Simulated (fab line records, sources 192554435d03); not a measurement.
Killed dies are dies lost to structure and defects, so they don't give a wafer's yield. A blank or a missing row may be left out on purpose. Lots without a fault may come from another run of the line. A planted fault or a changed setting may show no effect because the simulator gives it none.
One fault seen from 2 desks | flow n5_finfet | each desk has only its own numbers; what lay behind them comes last

THE METROLOGY DESK
What the gauges read, lot by lot, whatever tool the lot ran on: means of the sampled wafers that have a number. A lot is out of limits, marked OUT, if its mean lies more than 4 standard deviations from the usual mean; the brackets give that distance. Of its 10 readings 7 are shown: those that lie furthest out on some lot.
Columns: A = DIBL_N at N5_BEOL_M4_RC_MEAS_101, usual 35.7 mV/V; B = IOFF_P at N5_BEOL_M4_RC_MEAS_101, usual 0.20 nA/um; C = ION_N at N5_BEOL_M4_RC_MEAS_101, usual 672 uA/um; D = ION_P at N5_BEOL_M4_RC_MEAS_101, usual 461 uA/um; E = SS_P at N5_BEOL_M4_RC_MEAS_101, usual 73.1 mV/dec; F = VT_N at N5_BEOL_M4_RC_MEAS_101, usual 251 mV; G = VT_P at N5_BEOL_M4_RC_MEAS_101, usual -251 mV
lot  | first seen here | A    | B    | C   | D   | E    | F   | G
L923 | day 7 23:58     | 34.5 | 0.17 | 663 | 458 | 73.1 | 254 | -252
L925 | day 8 13:11     | 34.1 | 0.17 | 670 | 457 | 72.6 | 252 | -253
L930 | day 10 02:28    | 34.1 | 0.17 | 669 | 463 | 72.5 | 255 | -254
L932 | day 10 11:20    | 36.1 | 0.23 | 673 | 465 | 73.6 | 250 | -247
L933 | day 10 20:56    | 36.9 | 0.22 | 683 | 468 | 73.3 | 244 | -247
L939 | day 12 15:07    | 34.5 | 0.19 | 672 | 465 | 73.3 | 253 | -250
L940 | day 12 16:40    | 38.3 | 0.27 | 684 | 475 | 74.4 | 247 | -245
L942 | day 12 17:35    | 34.3 | 0.16 | 656 | 449 | 72.7 | 255 | -257
L944 | day 13 20:10    | 35.3 | 0.18 | 668 | 459 | 72.7 | 252 | -251
L945 | day 14 06:29    | 34.7 | 0.19 | 665 | 461 | 72.8 | 255 | -251
This desk's finding: nothing out of limits on any of the 10 lots.

THE TOOL OWNER'S DESK: pvd_sputter-03
The tool's own readings at N5_BEOL_M1_SPUTTER_92 (material Cu, target thk 4.5 nm, time 8.29 s): means of the sampled wafers that have a number, for each lot that ran on this tool. A lot is out of limits, marked OUT, if its mean lies more than 4 standard deviations from the usual mean; the brackets give that distance.
Columns: A = chamber_pressure_pa at N5_BEOL_M1_SPUTTER_92, usual 0.07 Pa; B = chuck_gas_flow_sccm at N5_BEOL_M1_SPUTTER_92, usual 1.25 sccm; C = substrate_temp_c at N5_BEOL_M1_SPUTTER_92, usual -19.97 C; D = throttle_valve_pct at N5_BEOL_M1_SPUTTER_92, usual 29.8 %
lot  | first seen here | A              | B    | C      | D
L923 | day 6 12:50     | 0.07           | 1.26 | -20.01 | 29.5
L925 | day 7 02:01     | 0.07           | 1.25 | -20.04 | 29.4
L930 | day 8 13:10     | 0.07           | 1.22 | -20.00 | 29.3
L939 | day 10 18:00    | 0.07 (+26) OUT | 1.27 | -20.00 | 29.1
L940 | day 11 02:08    | 0.07 (+26) OUT | 1.20 | -20.03 | 28.8
This desk's finding: out of limits on L939, L940; first on L939, day 10 18:00 (chamber_pressure_pa at N5_BEOL_M1_SPUTTER_92). In limits: L923, L925, L930.

PUT TOGETHER
The tool owner's desk could have raised an alarm at day 10 18:00, on L939, L940.
The metrology desk saw nothing out of limits.
The metrology desk has L939, L940 on record, within its limits.
Of the lots named, all ran N5_BEOL_M1_SPUTTER_92 on pvd_sputter-03.

WHAT THE SIMULATOR HAD PUT IN
Process parameter drift: pvd_sputter-03, from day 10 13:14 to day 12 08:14, at N5_BEOL_M1_SPUTTER_92. Setting chamber_pressure_pa, moved by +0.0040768, from 0.07. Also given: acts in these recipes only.
Lots struck among those shown: L939, L940.
Hours from the fault's start to each desk's first reading out of limits: the tool owner's desk, 5.
